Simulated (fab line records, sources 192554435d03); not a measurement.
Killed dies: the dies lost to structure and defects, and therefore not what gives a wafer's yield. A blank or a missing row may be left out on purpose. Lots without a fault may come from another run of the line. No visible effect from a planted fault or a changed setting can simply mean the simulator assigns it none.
Split-lot experiment	flow n5Finfet	7 lots, 39 wafers read, on a route of 1938 steps

## ON THE SPLIT
At N5_BEOL_M12_SPUTTER_44 (material Ta, target thk 10 nm, time 16.13 s), the setting timeS was moved away from the recipe's 16.13 s on 12 of the 39 wafers read, by -49.4% to -15.8%. All remaining wafers had this setting at the recipe value.

## FROM THE SPLIT TO THE READING: what the file shows between them, 3 steps
- N5_BEOL_M12_SPUTTER_45: material Cu, target thk 80 nm, time 13.33 s
- N5_BEOL_M12_ECD_47: material Cu, target thk 720 nm
- N5_BEOL_M12_ANNEAL_48: time 90 s

## THE READING
barrierFieldEndpointS, in s, at N5_BEOL_M12_CMP_49 (polishes, stops on SiOC, t overpolish 20.6 s, target thk 320 nm). A value of 30.5 s with a standard deviation of 0.89 s is what fault-free wafers of this fab line usually give.

wafer	tool, chamber at the split	timeS as run, s	against the recipe	barrierFieldEndpointS, s	against lot-mates on the recipe
L079.3	pvdSputter-02, -	16.13	recipe	29.3	-
L079.1	pvdSputter-02, -	13.31	-17.5%	29.6	-0.7
L079.4	pvdSputter-02, -	16.13	recipe	31.7	-
L079.2	pvdSputter-02, -	13.31	-17.5%	27.9	-2.4
L079.5	pvdSputter-02, -	16.13	recipe	29.9	-
L079.6	pvdSputter-02, -	13.31	-17.5%	29.4	-0.9
L078.1	pvdSputter-02, -	16.13	recipe	29.0	-
L078.3	pvdSputter-02, -	16.13	recipe	30.0	-
L078.6	pvdSputter-02, -	16.13	recipe	29.7	-
L076.2	pvdSputter-02, -	16.13	recipe	30.5	-
L076.1	pvdSputter-02, -	16.13	recipe	30.2	-
L076.3	pvdSputter-02, -	8.166	-49.4%	23.9	-6.5
L076.4	pvdSputter-02, -	8.166	-49.4%	24.1	-6.3
L076.6	pvdSputter-02, -	16.13	recipe	30.5	-
L076.5	pvdSputter-02, -	8.166	-49.4%	24.1	-6.3
L090.3	pvdSputter-02, -	16.13	recipe	29.3	-
L090.2	pvdSputter-02, -	16.13	recipe	29.8	-
L090.1	pvdSputter-02, -	16.13	recipe	29.5	-
L090.4	pvdSputter-02, -	16.13	recipe	28.5	-
L090.6	pvdSputter-02, -	16.13	recipe	29.0	-
L090.5	pvdSputter-02, -	16.13	recipe	29.2	-
L087.2	pvdSputter-03, -	16.13	recipe	31.3	-
L087.1	pvdSputter-03, -	10.75	-33.4%	27.4	-3.8
L087.4	pvdSputter-03, -	16.13	recipe	31.3	-
L087.3	pvdSputter-03, -	16.13	recipe	31.1	-
L087.6	pvdSputter-03, -	10.75	-33.4%	27.1	-4.1
L087.5	pvdSputter-03, -	10.75	-33.4%	28.2	-3.0
L094.1	pvdSputter-01, -	16.13	recipe	31.4	-
L094.4	pvdSputter-01, -	16.13	recipe	31.3	-
L094.2	pvdSputter-01, -	16.13	recipe	31.1	-
L094.3	pvdSputter-01, -	16.13	recipe	30.9	-
L094.6	pvdSputter-01, -	16.13	recipe	31.6	-
L094.5	pvdSputter-01, -	16.13	recipe	31.7	-
L097.3	pvdSputter-02, -	13.58	-15.8%	28.2	-2.3
L097.1	pvdSputter-02, -	13.58	-15.8%	28.4	-2.1
L097.2	pvdSputter-02, -	16.13	recipe	30.8	-
L097.4	pvdSputter-02, -	16.13	recipe	30.1	-
L097.5	pvdSputter-02, -	16.13	recipe	30.6	-
L097.6	pvdSputter-02, -	13.58	-15.8%	28.6	-1.9

FIT RESULTS
A straight line over all 39 wafers: barrierFieldEndpointS changes by +0.113 s for each +1% of timeS; r = +0.89; the points scatter about the line by 0.92 s.
The same after taking each lot's own level away (the mean of its wafers on the recipe; 39 wafers): +0.121 s for each +1%; r = +0.96; scatter 0.54 s.
That fit puts the effect of the largest move of timeS on the reading at 6 s.
The span of the lots' own levels, 29.22 to 31.33 s, comes to 2.4 times the standard deviation stated above.
The two slopes are in agreement: the lot-to-lot level therefore moves the slope only a little.
Check: -5.81 s against its lot-mates is what the line predicts for one of the wafers moved furthest among these (-49.4%) when that wafer is left out of the fit. Against them it came out at -6.5 s.

## THE WHOLE CHAIN: every reading that the file lists as answering this split, in the file's order
step	what it does	reading	change (the file's fit)	r (the file's)
N5_BEOL_M12_SPUTTER_44	material Ta, target thk 10 nm, time 16.13 s	Ta_of_BEOL_M12_SPUTTER_44.thkNm (the simulator's own value, which no gauge read)	+0.0989 nm for each +1% of the setting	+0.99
N5_BEOL_M12_CMP_49	polishes, stops on SiOC, t overpolish 20.6 s, target thk 320 nm	barrierFieldEndpointS	+0.12 s for each +1% of the setting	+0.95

## THE FILE'S OWN FIT
barrierFieldEndpointS changes by +0.12 s for each +1% of timeS, r = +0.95.
